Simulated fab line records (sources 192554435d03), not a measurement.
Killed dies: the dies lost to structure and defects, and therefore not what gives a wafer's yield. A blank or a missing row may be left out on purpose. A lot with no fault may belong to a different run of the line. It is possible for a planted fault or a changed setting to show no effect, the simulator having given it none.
The tool behind it: which one? / flow n5_finfet / 11 lots, 33 wafers sampled, at 5 steps of a route of 1938

WHAT THE GAUGES READ, wafer by wafer
The record lacks any reading of a measuring or inspecting step that a usual standard deviation could be used to judge.

WHAT TOOL EACH LOT RAN ON (gives the tool, then ch and the chambers of the sampled wafers, and finally the start)
lot=L946; N5_BEOL_M4_SPUTTER_94=pvd_sputter-01, day 8 06:10; N5_BEOL_M4_ANNEAL_51=rtp_anneal-02 ch 0, day 8 06:35; N5_BEOL_M4_CO_CAP_55=cvd_co-01 ch 1,2, day 8 07:15; N5_BEOL_M5_ETCH_72=rie_diel-03 ch 0,3, day 8 11:20; N5_PASSIVATION_PROBE_49=prober-02, day 13 01:53
lot=L952; N5_BEOL_M4_SPUTTER_94=pvd_sputter-01, day 9 20:08; N5_BEOL_M4_ANNEAL_51=rtp_anneal-02 ch 0, day 9 20:32; N5_BEOL_M4_CO_CAP_55=cvd_co-02 ch 0,2, day 9 21:13; N5_BEOL_M5_ETCH_72=rie_diel-04 ch 0,3, day 10 01:18; N5_PASSIVATION_PROBE_49=-
lot=L951; N5_BEOL_M4_SPUTTER_94=pvd_sputter-02, day 10 00:19; N5_BEOL_M4_ANNEAL_51=rtp_anneal-01 ch 0, day 10 00:47; N5_BEOL_M4_CO_CAP_55=cvd_co-02 ch 0,1, day 10 01:25; N5_BEOL_M5_ETCH_72=rie_diel-03 ch 1,2,3, day 10 04:39; N5_PASSIVATION_PROBE_49=-
lot=L953; N5_BEOL_M4_SPUTTER_94=pvd_sputter-01, day 10 02:52; N5_BEOL_M4_ANNEAL_51=rtp_anneal-01 ch 0, day 10 03:18; N5_BEOL_M4_CO_CAP_55=cvd_co-02 ch 0,1, day 10 03:59; N5_BEOL_M5_ETCH_72=rie_diel-05 ch 0,2, day 10 08:12; N5_PASSIVATION_PROBE_49=-
lot=L955; N5_BEOL_M4_SPUTTER_94=pvd_sputter-03, day 10 09:51; N5_BEOL_M4_ANNEAL_51=rtp_anneal-02 ch 0, day 10 17:27; N5_BEOL_M4_CO_CAP_55=cvd_co-01 ch 0,1, day 10 18:08; N5_BEOL_M5_ETCH_72=rie_diel-03 ch 0,2,3, day 10 23:57; N5_PASSIVATION_PROBE_49=prober-02, day 15 01:05
lot=L957; N5_BEOL_M4_SPUTTER_94=pvd_sputter-03, day 11 05:40; N5_BEOL_M4_ANNEAL_51=rtp_anneal-02 ch 0, day 11 06:04; N5_BEOL_M4_CO_CAP_55=cvd_co-01 ch 0,1,2, day 11 06:44; N5_BEOL_M5_ETCH_72=rie_diel-03 ch 0,1,3, day 11 09:57; N5_PASSIVATION_PROBE_49=-
lot=L958; N5_BEOL_M4_SPUTTER_94=pvd_sputter-03, day 11 12:13; N5_BEOL_M4_ANNEAL_51=rtp_anneal-01 ch 0, day 11 12:41; N5_BEOL_M4_CO_CAP_55=cvd_co-02 ch 0,1, day 11 13:19; N5_BEOL_M5_ETCH_72=rie_diel-03 ch 1,2,3, day 11 17:50; N5_PASSIVATION_PROBE_49=prober-02, day 15 23:14
lot=L966; N5_BEOL_M4_SPUTTER_94=pvd_sputter-01, day 13 05:30; N5_BEOL_M4_ANNEAL_51=rtp_anneal-01 ch 0, day 13 05:58; N5_BEOL_M4_CO_CAP_55=cvd_co-02 ch 0,1, day 13 06:35; N5_BEOL_M5_ETCH_72=rie_diel-05 ch 1,2,3, day 13 10:04; N5_PASSIVATION_PROBE_49=-
lot=L965; N5_BEOL_M4_SPUTTER_94=pvd_sputter-03, day 13 15:45; N5_BEOL_M4_ANNEAL_51=rtp_anneal-02 ch 0, day 13 16:13; N5_BEOL_M4_CO_CAP_55=cvd_co-02 ch 0,1, day 13 16:50; N5_BEOL_M5_ETCH_72=rie_diel-04 ch 0,2, day 13 19:48; N5_PASSIVATION_PROBE_49=-
lot=L964; N5_BEOL_M4_SPUTTER_94=pvd_sputter-02, day 14 03:57; N5_BEOL_M4_ANNEAL_51=rtp_anneal-02 ch 0, day 14 04:22; N5_BEOL_M4_CO_CAP_55=cvd_co-02 ch 0,1,2, day 14 05:05; N5_BEOL_M5_ETCH_72=rie_diel-05 ch 0,1,2, day 14 07:55; N5_PASSIVATION_PROBE_49=-
lot=L967; N5_BEOL_M4_SPUTTER_94=pvd_sputter-03, day 14 09:31; N5_BEOL_M4_ANNEAL_51=rtp_anneal-01 ch 0, day 14 09:58; N5_BEOL_M4_CO_CAP_55=cvd_co-02 ch 0,1, day 14 10:35; N5_BEOL_M5_ETCH_72=rie_diel-04 ch 2,3, day 14 13:54; N5_PASSIVATION_PROBE_49=-
- N5_BEOL_M4_SPUTTER_94: material Cu, target thk 4.5 nm, time 8.29 s.
- N5_BEOL_M4_ANNEAL_51: time 90 s.
- N5_BEOL_M4_CO_CAP_55: material Co, precursor CCTBA/H2, target thk 2 nm, time 102.1 s.
- N5_BEOL_M5_ETCH_72: etches underlayer in N2/H2, target depth 6.5 nm, time 5.2 s.
- N5_PASSIVATION_PROBE_49

WHAT THE TOOLS THEMSELVES READ (means of the sampled wafers that have a number; where no wafer has one, the mark that the record gives instead)
N5_BEOL_M4_SPUTTER_94. Usual: throttle_valve_pct reads 30.3 % (standard deviation 1).
lot=L946; tool=pvd_sputter-01; throttle_valve_pct (%)=31.4; flag=
lot=L952; tool=pvd_sputter-01; throttle_valve_pct (%)=31.2; flag=
lot=L951; tool=pvd_sputter-02; throttle_valve_pct (%)=29.2; flag=
lot=L953; tool=pvd_sputter-01; throttle_valve_pct (%)=30.8; flag=
lot=L955; tool=pvd_sputter-03; throttle_valve_pct (%)=31.1; flag=
lot=L957; tool=pvd_sputter-03; throttle_valve_pct (%)=30.4; flag=
lot=L958; tool=pvd_sputter-03; throttle_valve_pct (%)=30.2; flag=
lot=L966; tool=pvd_sputter-01; throttle_valve_pct (%)=30.7; flag=
lot=L965; tool=pvd_sputter-03; throttle_valve_pct (%)=31.4; flag=
lot=L964; tool=pvd_sputter-02; throttle_valve_pct (%)=29.3; flag=
lot=L967; tool=pvd_sputter-03; throttle_valve_pct (%)=30.1; flag=

N5_BEOL_M4_ANNEAL_51. Usual: wafer_temp_C_max reads 226.0 (standard deviation 0.67).
lot=L946 tool=rtp_anneal-02 wafer_temp_C_max=225.5 flag=
lot=L952 tool=rtp_anneal-02 wafer_temp_C_max=225.5 flag=
lot=L951 tool=rtp_anneal-01 wafer_temp_C_max=226.7 flag=
lot=L953 tool=rtp_anneal-01 wafer_temp_C_max=226.4 flag=
lot=L955 tool=rtp_anneal-02 wafer_temp_C_max=225.6 flag=
lot=L957 tool=rtp_anneal-02 wafer_temp_C_max=225.4 flag=
lot=L958 tool=rtp_anneal-01 wafer_temp_C_max=226.7 flag=
lot=L966 tool=rtp_anneal-01 wafer_temp_C_max=226.7 flag=
lot=L965 tool=rtp_anneal-02 wafer_temp_C_max=225.7 flag=
lot=L964 tool=rtp_anneal-02 wafer_temp_C_max=225.5 flag=
lot=L967 tool=rtp_anneal-01 wafer_temp_C_max=226.9 flag=

N5_BEOL_M4_CO_CAP_55. Usual: heater_power_w reads 235 W (standard deviation 18).
lot=L946; tool=cvd_co-01; heater_power_w (W)=254; flag=
lot=L952; tool=cvd_co-02; heater_power_w (W)=240; flag=
lot=L951; tool=cvd_co-02; heater_power_w (W)=234; flag=
lot=L953; tool=cvd_co-02; heater_power_w (W)=224; flag=
lot=L955; tool=cvd_co-01; heater_power_w (W)=249; flag=
lot=L957; tool=cvd_co-01; heater_power_w (W)=234; flag=
lot=L958; tool=cvd_co-02; heater_power_w (W)=229; flag=
lot=L966; tool=cvd_co-02; heater_power_w (W)=235; flag=
lot=L965; tool=cvd_co-02; heater_power_w (W)=236; flag=
lot=L964; tool=cvd_co-02; heater_power_w (W)=236; flag=
lot=L967; tool=cvd_co-02; heater_power_w (W)=239; flag=

N5_BEOL_M5_ETCH_72. Usual: drypump_motor_current_A 5.6 A (standard deviation 0.47); etch_rf_on_time_s 5.20 s (standard deviation 0.16); oes_product_au 0.66 a.u. (standard deviation 0.075); rf_fwd_power_W 819.5 W (standard deviation 2.4); rf_vpp_V 523.9 V (standard deviation 2.4); showerhead_plenum_p_Torr 2.54 Torr (standard deviation 0.069); throttle_valve_pct 17.91 % (standard deviation 0.23).
lot=L946; tool=rie_diel-03; drypump_motor_current_A (A)=5.6; etch_rf_on_time_s (s)=5.05; oes_product_au (a.u.)=0.68; rf_fwd_power_W (W)=816.9; rf_vpp_V (V)=524.6; showerhead_plenum_p_Torr (Torr)=2.59; throttle_valve_pct (%)=18.01; flag=
lot=L952; tool=rie_diel-04; drypump_motor_current_A (A)=5.4; etch_rf_on_time_s (s)=5.20; oes_product_au (a.u.)=0.59; rf_fwd_power_W (W)=821.9; rf_vpp_V (V)=523.4; showerhead_plenum_p_Torr (Torr)=2.50; throttle_valve_pct (%)=17.96; flag=
lot=L951; tool=rie_diel-03; drypump_motor_current_A (A)=5.3; etch_rf_on_time_s (s)=5.15; oes_product_au (a.u.)=0.70; rf_fwd_power_W (W)=821.0; rf_vpp_V (V)=525.3; showerhead_plenum_p_Torr (Torr)=2.58; throttle_valve_pct (%)=17.77; flag=
lot=L953; tool=rie_diel-05; drypump_motor_current_A (A)=5.4; etch_rf_on_time_s (s)=5.31; oes_product_au (a.u.)=0.61; rf_fwd_power_W (W)=821.9; rf_vpp_V (V)=524.7; showerhead_plenum_p_Torr (Torr)=2.55; throttle_valve_pct (%)=17.80; flag=
lot=L955; tool=rie_diel-03; drypump_motor_current_A (A)=5.4; etch_rf_on_time_s (s)=5.15; oes_product_au (a.u.)=0.72; rf_fwd_power_W (W)=820.8; rf_vpp_V (V)=523.7; showerhead_plenum_p_Torr (Torr)=2.56; throttle_valve_pct (%)=17.80; flag=
lot=L957; tool=rie_diel-03; drypump_motor_current_A (A)=5.4; etch_rf_on_time_s (s)=6.40; oes_product_au (a.u.)=0.59; rf_fwd_power_W (W)=617.6; rf_vpp_V (V)=573.1; showerhead_plenum_p_Torr (Torr)=2.54; throttle_valve_pct (%)=17.94; flag=OFF
lot=L958; tool=rie_diel-03; drypump_motor_current_A (A)=5.3; etch_rf_on_time_s (s)=6.48; oes_product_au (a.u.)=0.61; rf_fwd_power_W (W)=616.7; rf_vpp_V (V)=575.8; showerhead_plenum_p_Torr (Torr)=2.58; throttle_valve_pct (%)=17.77; flag=OFF
lot=L966; tool=rie_diel-05; drypump_motor_current_A (A)=5.6; etch_rf_on_time_s (s)=5.38; oes_product_au (a.u.)=0.59; rf_fwd_power_W (W)=821.8; rf_vpp_V (V)=522.7; showerhead_plenum_p_Torr (Torr)=2.52; throttle_valve_pct (%)=18.02; flag=
lot=L965; tool=rie_diel-04; drypump_motor_current_A (A)=6.4; etch_rf_on_time_s (s)=5.10; oes_product_au (a.u.)=0.74; rf_fwd_power_W (W)=816.4; rf_vpp_V (V)=526.6; showerhead_plenum_p_Torr (Torr)=2.65; throttle_valve_pct (%)=17.76; flag=
lot=L964; tool=rie_diel-05; drypump_motor_current_A (A)=5.6; etch_rf_on_time_s (s)=5.38; oes_product_au (a.u.)=0.58; rf_fwd_power_W (W)=818.3; rf_vpp_V (V)=525.6; showerhead_plenum_p_Torr (Torr)=2.55; throttle_valve_pct (%)=17.95; flag=
lot=L967; tool=rie_diel-04; drypump_motor_current_A (A)=5.5; etch_rf_on_time_s (s)=5.09; oes_product_au (a.u.)=0.79; rf_fwd_power_W (W)=822.3; rf_vpp_V (V)=523.9; showerhead_plenum_p_Torr (Torr)=2.55; throttle_valve_pct (%)=17.53; flag=

N5_PASSIVATION_PROBE_49. Usual: defect_limited_yield 91.4 %, standard deviation 1.3; killed_at_M0_to_M3 34, standard deviation 10; killed_at_M4_up 14, standard deviation 5.6; killed_at_contacts 13, standard deviation 5.9; killed_at_front_end 37, standard deviation 9.9; killed_at_other 3.5, standard deviation 2.8; killed_dies 101, standard deviation 15; killed_open 67, standard deviation 12; killed_short 32, standard deviation 6.6; sort_bin_5_function 5.0 %, standard deviation 0.81; sort_bin_6_memory 3.2 %, standard deviation 0.66; sort_n_pass 1079, standard deviation 15; sort_yield_pct 91.4 %, standard deviation 1.3.
lot=L946; tool=prober-02; defect_limited_yield (%)=91.8; killed_at_M0_to_M3=32; killed_at_M4_up=9; killed_at_contacts=17; killed_at_front_end=34; killed_at_other=4.3; killed_dies=96; killed_open=64; killed_short=31; sort_bin_5_function (%)=4.9; sort_bin_6_memory (%)=2.9; sort_n_pass=1084; sort_yield_pct (%)=91.8; flag=
lot=L955; tool=prober-02; defect_limited_yield (%)=90.5; killed_at_M0_to_M3=48; killed_at_M4_up=12; killed_at_contacts=8; killed_at_front_end=40; killed_at_other=3.3; killed_dies=112; killed_open=77; killed_short=35; sort_bin_5_function (%)=5.5; sort_bin_6_memory (%)=3.8; sort_n_pass=1068; sort_yield_pct (%)=90.5; flag=
lot=L958; tool=prober-02; defect_limited_yield (%)=92.3; killed_at_M0_to_M3=22; killed_at_M4_up=11; killed_at_contacts=28; killed_at_front_end=27; killed_at_other=3.0; killed_dies=91; killed_open=57; killed_short=34; sort_bin_5_function (%)=4.6; sort_bin_6_memory (%)=3.0; sort_n_pass=1089; sort_yield_pct (%)=92.3; flag=

THE ANSWER, worked out from the rows above alone
Rule: lot off if the mean of its wafers having a number is beyond 3 standard deviations from the usual mean. A lot without any number at a reading at which 4 lots or more have one is off too. Any other lot the step has rows for is counted as sound. The gauges are gone through in route order, then the tools' own readings, and for those a lot's mean is taken as printed above. The first step at which some lot is off is used, and at that step the reading that is off furthest; a lot without a number counts as furthest.
Off: L957, L958 (N5_BEOL_M5_ETCH_72, rf_fwd_power_W).
If a tool, at that step or one of the process steps before it, ran each lot that is off and ran no sound lot following the first of them, it fits. One fits: rie_diel-03 at N5_BEOL_M5_ETCH_72. A fault onset in the window from L955 (day 10 23:57, its last sound lot) to L957 (day 11 09:57, its first lot off) fits.
The tool's own readings at N5_BEOL_M5_ETCH_72 bear it out: on the lots that are off they differ by more than 5 times the standard deviation of the sound lots' means. etch_rf_on_time_s reads 6.44 s there against 5.20 s on the sound lots; rf_fwd_power_W reads 617.2 W there against 820.1 W on the sound lots; rf_vpp_V reads 574.5 V there against 524.5 V on the sound lots.

WHAT HAD BEEN PUT IN BY THE SIMULATOR
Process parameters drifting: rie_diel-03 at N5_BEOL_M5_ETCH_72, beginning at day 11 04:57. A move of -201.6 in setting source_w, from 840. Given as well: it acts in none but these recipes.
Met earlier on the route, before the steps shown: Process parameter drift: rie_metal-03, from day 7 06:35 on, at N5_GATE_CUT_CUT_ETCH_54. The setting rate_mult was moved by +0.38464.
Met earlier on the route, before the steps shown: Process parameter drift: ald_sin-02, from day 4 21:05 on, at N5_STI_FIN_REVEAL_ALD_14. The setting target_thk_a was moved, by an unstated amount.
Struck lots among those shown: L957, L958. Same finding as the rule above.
